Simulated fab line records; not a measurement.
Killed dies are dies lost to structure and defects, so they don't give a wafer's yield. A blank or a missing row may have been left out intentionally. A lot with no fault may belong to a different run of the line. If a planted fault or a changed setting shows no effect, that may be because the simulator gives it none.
Which tool was responsible? / flow nand_harc / Sampling: 13 lots, 39 wafers, 4 of 1302 route steps

## WHAT THE GAUGES READ, wafer by wafer
NHARC_P_CONTACT_INSPECT_27.
lot=L129; measured=day 6 05:17; on=defect_inspect-02; raw_defect_count=127 215 195
lot=L130; measured=day 6 08:28; on=defect_inspect-02; raw_defect_count=470 366 307
lot=L131; measured=day 6 19:59; on=defect_inspect-02; raw_defect_count=153 317 154
lot=L132; measured=day 7 09:41; on=defect_inspect-01; raw_defect_count=320 291 324
lot=L134; measured=day 8 03:28; on=defect_inspect-02; raw_defect_count=166 100 130
lot=L135; measured=day 8 15:12; on=defect_inspect-02; raw_defect_count=564 703 717
lot=L136; measured=day 8 17:25; on=defect_inspect-02; raw_defect_count=312 286 680
lot=L138; measured=day 9 14:37; on=defect_inspect-01; raw_defect_count=170 114 154
lot=L147; measured=day 13 20:12; on=defect_inspect-01; raw_defect_count=267 439 364
lot=L148; measured=day 14 07:07; on=defect_inspect-01; raw_defect_count=201 314 129
lot=L150; measured=day 15 02:34; on=defect_inspect-02; raw_defect_count=251 220 184
lot=L151; measured=day 15 05:36; on=defect_inspect-02; raw_defect_count=235 200 228
lot=L152; measured=day 15 17:44; on=defect_inspect-02; raw_defect_count=309 262 210

## WHICH TOOL RAN EACH LOT (tool, then ch and the chambers of the sampled wafers, then the start)
lot=L129; NHARC_P_STI_EXPOSE_06=krf_scanner-04 ch 0, day 2 20:16; NHARC_P_GATE_STRIP_111=plasma_asher-01 ch 0,1, day 5 18:30; NHARC_P_CONTACT_ETCH_18=rie_diel-12 ch 0,2, day 6 05:17 or earlier
lot=L130; NHARC_P_STI_EXPOSE_06=krf_scanner-04 ch 0, day 3 06:17; NHARC_P_GATE_STRIP_111=plasma_asher-01 ch 0,1, day 5 21:32; NHARC_P_CONTACT_ETCH_18=rie_diel-12 ch 0,3, day 6 08:28 or earlier
lot=L131; NHARC_P_STI_EXPOSE_06=krf_scanner-02 ch 0, day 3 16:51; NHARC_P_GATE_STRIP_111=plasma_asher-02 ch 0,1, day 6 09:28; NHARC_P_CONTACT_ETCH_18=rie_diel-12 ch 0,2,3, day 6 19:59 or earlier
lot=L132; NHARC_P_STI_EXPOSE_06=krf_scanner-02 ch 0, day 4 03:17; NHARC_P_GATE_STRIP_111=plasma_asher-01 ch 0,1, day 6 22:36; NHARC_P_CONTACT_ETCH_18=rie_diel-02 ch 0,2,3, day 7 09:41 or earlier
lot=L134; NHARC_P_STI_EXPOSE_06=krf_scanner-04 ch 0, day 5 00:39; NHARC_P_GATE_STRIP_111=plasma_asher-02 ch 1, day 7 16:35; NHARC_P_CONTACT_ETCH_18=rie_diel-07 ch 0,1,3, day 8 03:28 or earlier
lot=L135; NHARC_P_STI_EXPOSE_06=krf_scanner-04 ch 0, day 5 08:19; NHARC_P_GATE_STRIP_111=plasma_asher-02 ch 0,1, day 8 04:07; NHARC_P_CONTACT_ETCH_18=rie_diel-12 ch 1,2,3, day 8 15:12 or earlier
lot=L136; NHARC_P_STI_EXPOSE_06=krf_scanner-04 ch 0, day 5 15:24; NHARC_P_GATE_STRIP_111=plasma_asher-01 ch 0,1, day 8 06:39; NHARC_P_CONTACT_ETCH_18=rie_diel-07 ch 1,2,3, day 8 17:25 or earlier
lot=L138; NHARC_P_STI_EXPOSE_06=krf_scanner-02 ch 0, day 6 14:10; NHARC_P_GATE_STRIP_111=plasma_asher-01 ch 0,1, day 9 03:52; NHARC_P_CONTACT_ETCH_18=rie_diel-02 ch 0,3, day 9 14:37 or earlier
lot=L147; NHARC_P_STI_EXPOSE_06=krf_scanner-02 ch 0, day 10 10:25; NHARC_P_GATE_STRIP_111=plasma_asher-02 ch 0,1, day 13 09:15; NHARC_P_CONTACT_ETCH_18=rie_diel-12 ch 0,2,3, day 13 20:12 or earlier
lot=L148; NHARC_P_STI_EXPOSE_06=krf_scanner-03 ch 0, day 10 21:26; NHARC_P_GATE_STRIP_111=plasma_asher-02 ch 0,1, day 13 20:40; NHARC_P_CONTACT_ETCH_18=rie_diel-02 ch 1,2, day 14 07:07 or earlier
lot=L150; NHARC_P_STI_EXPOSE_06=krf_scanner-03 ch 0, day 11 13:29; NHARC_P_GATE_STRIP_111=plasma_asher-02 ch 0, day 14 12:43; NHARC_P_CONTACT_ETCH_18=rie_diel-07 ch 0,3, day 15 02:34 or earlier
lot=L151; NHARC_P_STI_EXPOSE_06=krf_scanner-02 ch 0, day 12 00:03; NHARC_P_GATE_STRIP_111=plasma_asher-02 ch 0,1, day 14 18:57; NHARC_P_CONTACT_ETCH_18=rie_diel-07 ch 0,1,2, day 15 05:36 or earlier
lot=L152; NHARC_P_STI_EXPOSE_06=krf_scanner-03 ch 0, day 12 10:13; NHARC_P_GATE_STRIP_111=plasma_asher-01 ch 0,1, day 15 06:17; NHARC_P_CONTACT_ETCH_18=rie_diel-12 ch 1,2, day 15 17:44 or earlier
- NHARC_P_STI_EXPOSE_06: exposes mask P STI, target cd 200 nm.
- NHARC_P_GATE_STRIP_111: strips in N2/H2, time 250 s.
- NHARC_P_CONTACT_ETCH_18: etches the open film in C4F8/O2/Ar, target depth 481 nm, time 240.5 s.

## AS READ BY THE TOOLS THEMSELVES (means over the sampled wafers that have a number; for cases with no such wafer, the mark the record gives instead)
NHARC_P_GATE_STRIP_111.
lot=L129; tool=plasma_asher-01; drypump_motor_current_A (A)=6.2; heater_power_w (W)=80; temp_c (C)=109.95
lot=L130; tool=plasma_asher-01; drypump_motor_current_A (A)=5.9; heater_power_w (W)=87; temp_c (C)=109.85
lot=L131; tool=plasma_asher-02; drypump_motor_current_A (A)=6.0; heater_power_w (W)=87; temp_c (C)=110.00
lot=L132; tool=plasma_asher-01; drypump_motor_current_A (A)=5.8; heater_power_w (W)=86; temp_c (C)=109.74
lot=L134; tool=plasma_asher-02; drypump_motor_current_A (A)=6.1; heater_power_w (W)=81; temp_c (C)=110.06
lot=L135; tool=plasma_asher-02; drypump_motor_current_A (A)=6.0; heater_power_w (W)=87; temp_c (C)=109.92
lot=L136; tool=plasma_asher-01; drypump_motor_current_A (A)=5.9; heater_power_w (W)=84; temp_c (C)=110.00
lot=L138; tool=plasma_asher-01; drypump_motor_current_A (A)=6.2; heater_power_w (W)=80; temp_c (C)=109.94
lot=L147; tool=plasma_asher-02; drypump_motor_current_A (A)=6.0; heater_power_w (W)=85; temp_c (C)=110.10
lot=L148; tool=plasma_asher-02; drypump_motor_current_A (A)=5.8; heater_power_w (W)=88; temp_c (C)=110.03
lot=L150; tool=plasma_asher-02; drypump_motor_current_A (A)=5.7; heater_power_w (W)=92; temp_c (C)=110.04
lot=L151; tool=plasma_asher-02; drypump_motor_current_A (A)=6.0; heater_power_w (W)=85; temp_c (C)=110.06
lot=L152; tool=plasma_asher-01; drypump_motor_current_A (A)=5.9; heater_power_w (W)=83; temp_c (C)=110.04

NHARC_P_CONTACT_ETCH_18.
lot=L129; tool=rie_diel-12; oes_product_au (a.u.)=0.975; rf_vpp_V (V)=982
lot=L130; tool=rie_diel-12; oes_product_au (a.u.)=0.928; rf_vpp_V (V)=985
lot=L131; tool=rie_diel-12; oes_product_au (a.u.)=0.981; rf_vpp_V (V)=980
lot=L132; tool=rie_diel-02; oes_product_au (a.u.)=0.959; rf_vpp_V (V)=984
lot=L134; tool=rie_diel-07; oes_product_au (a.u.)=0.969; rf_vpp_V (V)=984
lot=L135; tool=rie_diel-12; oes_product_au (a.u.)=0.967; rf_vpp_V (V)=979
lot=L136; tool=rie_diel-07; oes_product_au (a.u.)=0.972; rf_vpp_V (V)=980
lot=L138; tool=rie_diel-02; oes_product_au (a.u.)=0.971; rf_vpp_V (V)=983
lot=L147; tool=rie_diel-12; oes_product_au (a.u.)=0.947; rf_vpp_V (V)=981
lot=L148; tool=rie_diel-02; oes_product_au (a.u.)=0.976; rf_vpp_V (V)=984
lot=L150; tool=rie_diel-07; oes_product_au (a.u.)=0.952; rf_vpp_V (V)=982
lot=L151; tool=rie_diel-07; oes_product_au (a.u.)=0.962; rf_vpp_V (V)=982
lot=L152; tool=rie_diel-12; oes_product_au (a.u.)=0.929; rf_vpp_V (V)=979

## THE ANSWER, worked out from the rows above alone
Rule: what is usual is taken from the lots themselves. The widest of any qualifying gaps counts: lots, ordered by their means at a reading, are off when they make up no more than a third of the lots, leave a main group of 4 or more, and stand apart from it by 3 or more times the standard deviation of that group's means. Not used: any main group whose means are identical at the precision the tables above print for the reading. Also off: a lot with no number at a reading for which 4 or more lots have one. Where the step has rows for the other lots, those lots are counted as sound. First the gauges in route order, then the tools' own readings, where a lot's mean is used as printed above. At the first step where some lot is off, the reading lying furthest off is the one used; lots without a number count as furthest.
No lot is off at any reading shown: from this, nothing can be told.

## WHAT HAD BEEN PUT IN BY THE SIMULATOR
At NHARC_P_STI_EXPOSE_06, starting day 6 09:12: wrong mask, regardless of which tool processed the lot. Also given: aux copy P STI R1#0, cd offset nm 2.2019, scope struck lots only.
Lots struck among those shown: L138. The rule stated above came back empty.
